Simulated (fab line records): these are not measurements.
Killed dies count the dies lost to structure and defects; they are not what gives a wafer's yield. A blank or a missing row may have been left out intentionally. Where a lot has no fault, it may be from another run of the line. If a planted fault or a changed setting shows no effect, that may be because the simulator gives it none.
Which of the tools did it?	flow n5_finfet	Sampling: 8 lots, 24 wafers, 5 of 1938 route steps

== WHAT THE GAUGES READ, wafer by wafer ==
N5_BEOL_M11_OCD_MEAS_38.
lot	measured	on	trench_depth_nm (nm)
L594	day 12 16:50	ocd-02	150.0 148.2 150.9
L598	day 13 18:30	ocd-02	146.3 146.4 150.4
L599	day 13 23:28	ocd-01	148.0 147.7 151.5
L604	day 14 22:01	ocd-02	148.1 148.3 144.5
L605	day 15 09:02	ocd-01	0.0 0.3 0
L607	day 15 08:36	ocd-01	0.2 0 0
L614	day 16 17:32	ocd-02	150.1 152.1 148.6
L615	day 18 22:44	ocd-01	148.1 147.1 145.7

== WHAT TOOL EACH LOT RAN ON (gives the tool, then ch and the chambers of the sampled wafers, and finally the start) ==
lot	N5_BEOL_M11_ETCH_65	N5_BEOL_M11_VIA_ETCH_34	N5_BEOL_M11_TRENCH_ETCH_37	N5_BEOL_M11_STRIP_77
L594	rie_diel-01 ch 0,1,2, day 12 16:23	rie_diel-01 ch 0,1,2, day 12 16:33	rie_diel-01 ch 0,1,2, day 12 16:39	rie_diel-01 ch 0,1,2, day 12 16:50 or earlier
L598	rie_diel-02 ch 0,1, day 13 18:02	rie_diel-02 ch 0,1, day 13 18:13	rie_diel-02 ch 0,1, day 13 18:19	rie_diel-02 ch 0,1, day 13 18:30 or earlier
L599	rie_diel-02 ch 0,1,3, day 13 22:59	rie_diel-02 ch 0,1,3, day 13 23:10	rie_diel-02 ch 0,1,3, day 13 23:16	rie_diel-02 ch 0,1,3, day 13 23:28 or earlier
L604	rie_diel-01 ch 2,3, day 14 21:34	rie_diel-01 ch 2,3, day 14 21:44	rie_diel-01 ch 2,3, day 14 21:50	rie_diel-01 ch 2,3, day 14 22:01 or earlier
L605	rie_diel-01 ch 0,1,3, day 15 08:34	rie_diel-01 ch 0,1,3, day 15 08:44	rie_diel-01 ch 0,1,3, day 15 08:51	rie_diel-01 ch 0,1,3, day 15 09:02 or earlier
L607	rie_diel-04 ch 0,1,3, day 15 08:08	rie_diel-04 ch 0,1,3, day 15 08:19	rie_diel-04 ch 0,1,3, day 15 08:25	rie_diel-04 ch 0,1,3, day 15 08:36 or earlier
L614	rie_diel-04 ch 1,2,3, day 16 17:04	rie_diel-04 ch 1,2,3, day 16 17:15	rie_diel-04 ch 1,2,3, day 16 17:21	rie_diel-04 ch 1,2,3, day 16 17:32 or earlier
L615	rie_diel-02 ch 1,2,3, day 18 22:17	rie_diel-02 ch 1,2,3, day 18 22:27	rie_diel-02 ch 1,2,3, day 18 22:34	rie_diel-02 ch 1,2,3, day 18 22:44 or earlier
- N5_BEOL_M11_ETCH_65: etches SiARC in CF4, target depth 39 nm, time 65 s.
- N5_BEOL_M11_VIA_ETCH_34: etches SiCOH lowk in C4F6/O2, target depth 184.5 nm, time 69.2 s.
- N5_BEOL_M11_TRENCH_ETCH_37: etches SiCOH lowk in C4F6/O2, target depth 148.83 nm, time 48 s.
- N5_BEOL_M11_STRIP_77: strips in N2/H2, time 10 s.

== THE ANSWER, worked out from the rows above alone ==
Rule: the lots themselves supply what counts as usual. Put in order of their means at a reading, lots are off if they are a third of the lots or fewer, leave a main group of 4 or more, and stand apart from it by a gap of 3 or more times the standard deviation of the main group's means; of several such gaps the widest counts. A main group whose means are all the same, to the digits that the tables above print for the reading, isn't used. Also off: a lot with no number at a reading for which 4 or more lots have one. All remaining lots with rows at the step are treated as sound.
Off at N5_BEOL_M11_OCD_MEAS_38 (trench_depth_nm): L605, L607. The main group has a mean of 148.4 nm with a standard deviation of 1.3.
A tool fits if, at a process step before that reading, it ran every lot that is off, and no sound lot after the first of them. Those tools and the gauges at N5_BEOL_M11_OCD_MEAS_38 are tried in the same way. Because N5_BEOL_M11_STRIP_77 lacks a start for some lots, the hours and order of its lots are taken from N5_BEOL_M11_OCD_MEAS_38. Of those tried, none fits.

== WHAT WAS PUT IN BY THE SIMULATOR ==
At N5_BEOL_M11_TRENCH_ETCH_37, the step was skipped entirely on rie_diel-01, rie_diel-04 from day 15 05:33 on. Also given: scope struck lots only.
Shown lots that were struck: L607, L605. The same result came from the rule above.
